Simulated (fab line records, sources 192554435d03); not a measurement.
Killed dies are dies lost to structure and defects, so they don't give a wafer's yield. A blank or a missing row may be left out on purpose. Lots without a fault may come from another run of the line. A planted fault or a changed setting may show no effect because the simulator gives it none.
Chamber matching | flow n5_finfet | N5_BEOL_M0_SAQP_STRIP_75 on rie_diel-02: 4 sister chambers
The step strips in CF4. 16 wafers are shown with their chamber, then 8 later ones without.

WAFERS WITH THEIR CHAMBER
wafer  | chamber | throttle_valve_pct (%) | drypump_motor_current_A (A) | oes_product_au (a.u.)
L076.2 | 2       | 13.80                  | 5.1                         | 0.163
L076.4 | 1       | 13.42                  | 5.8                         | 0.216
L076.6 | 2       | 13.79                  | 5.1                         | 0.166
L077.1 | 3       | 13.05                  | 5.3                         | 0.185
L077.2 | 2       | 13.81                  | 5.1                         | 0.157
L077.6 | 0       | 13.98                  | 6.3                         | 0.168
L082.1 | 0       | 13.99                  | 6.3                         | 0.163
L082.3 | 1       | 13.41                  | 5.8                         | 0.221
L082.5 | 1       | 13.39                  | 5.8                         | 0.215
L083.1 | 0       | 13.99                  | 6.2                         | 0.172
L083.2 | 3       | 13.07                  | 5.3                         | 0.184
L083.5 | 3       | 13.07                  | 5.3                         | 0.187
L088.3 | 2       | 13.85                  | 5.1                         | 0.162
L088.5 | 0       | 14.00                  | 6.3                         | 0.168
L088.6 | 1       | 13.43                  | 5.7                         | 0.216
L091.1 | 3       | 13.09                  | 5.3                         | 0.188

SIGNATURES (means of the wafers above)
reading                 | chamber 0 | chamber 1 | chamber 2 | chamber 3 | scatter within a chamber
throttle_valve_pct      | 13.9900   | 13.4125   | 13.8125   | 13.0700   | 0.0181
drypump_motor_current_A | 6.275     | 5.775     | 5.100     | 5.300     | 0.0354
oes_product_au          | 0.16775   | 0.21700   | 0.16200   | 0.18600   | 0.00309
Rule: a wafer's distance from a chamber is the root of the sum, over the readings, of the square of ((its reading less the chamber's mean) divided by the reading's scatter). The wafer belongs to the nearest chamber; if the next one is less than 2 further off, it can't be placed. The scatter: the root of (the sum of the squares of (reading less its chamber's mean) over the shown wafers, divided by (wafers less chambers)).

WAFERS WITHOUT THEIR CHAMBER
wafer  | throttle_valve_pct (%) | drypump_motor_current_A (A) | oes_product_au (a.u.)
L091.2 | 14.01                  | 6.3                         | 0.168
L091.6 | 14.04                  | 6.2                         | 0.162
L093.1 | 13.89                  | 5.2                         | 0.155
L093.2 | 13.09                  | 5.3                         | 0.180
L093.3 | 13.48                  | 5.8                         | 0.209
L095.1 | 13.11                  | 5.3                         | 0.182
L095.3 | 13.88                  | 5.1                         | 0.157
L095.6 | 13.11                  | 5.3                         | 0.189

WHICH CHAMBER EACH WENT THROUGH
wafer  | from the rows above | in truth
L091.2 | 0                   | 0
L091.6 | 0                   | 0
L093.1 | 2                   | 2
L093.2 | 3                   | 3
L093.3 | 1                   | 1
L095.1 | 3                   | 3
L095.3 | 2                   | 2
L095.6 | 3                   | 3
Placed correctly: 8 of 8. Can't be placed from these rows: 0. Placed wrongly: 0.
